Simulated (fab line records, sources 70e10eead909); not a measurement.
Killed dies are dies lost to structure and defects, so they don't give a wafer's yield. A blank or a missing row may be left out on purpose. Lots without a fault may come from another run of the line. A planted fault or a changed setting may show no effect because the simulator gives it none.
Chamber matching | flow nand_harc | NHARC_A_STAIRCASE_ETCH_253 on rie_diel-02: 4 sister chambers
The step etches the open film in C4F8/O2, target depth 50 nm, time 20.2 s. 8 wafers are shown with their chamber, then 8 later ones without.

WAFERS WITH THEIR CHAMBER
wafer  | chamber | rf_vpp_V (V) | oes_product_au (a.u.)
L075.2 | 0       | 901          | 0.966
L075.6 | 0       | 900          | 0.965
L079.2 | 3       | 892          | 0.952
L079.3 | 2       | 897          | 0.965
L080.2 | 1       | 903          | 0.938
L080.5 | 1       | 902          | 0.945
L080.6 | 2       | 898          | 0.983
L088.2 | 3       | 892          | 0.932

WAFERS WITHOUT THEIR CHAMBER
wafer  | rf_vpp_V (V) | oes_product_au (a.u.)
L088.4 | 904          | 0.908
L088.5 | 890          | 0.921
L094.1 | 896          | 0.947
L094.2 | 904          | 0.932
L094.6 | 899          | 0.945
L096.1 | 896          | 0.984
L096.3 | 891          | 0.981
L096.6 | 896          | 0.976

WHICH CHAMBER EACH WENT THROUGH
wafer  | from the rows above     | in truth
L088.4 | 1                       | 1
L088.5 | 3                       | 3
L094.1 | 2                       | 2
L094.2 | 1                       | 1
L094.6 | can't be placed: 0 or 2 | 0
L096.1 | 2                       | 2
L096.3 | 3                       | 3
L096.6 | 2                       | 2
Placed correctly: 7 of 8. Can't be placed from these rows: 1 (the true chamber is among the candidates in 1). Placed wrongly: 0.
How it was worked out, from the rows above alone: a wafer's distance from a chamber is the root of the sum, over the readings, of the square of ((its reading less the chamber's mean) divided by the reading's scatter). The wafer belongs to the nearest chamber; if the next one is less than 2 further off, it can't be placed. A chamber's mean is the mean of its shown wafers. The scatter: the root of (the sum of the squares of (reading less its chamber's mean) over the shown wafers, divided by (wafers less chambers)).
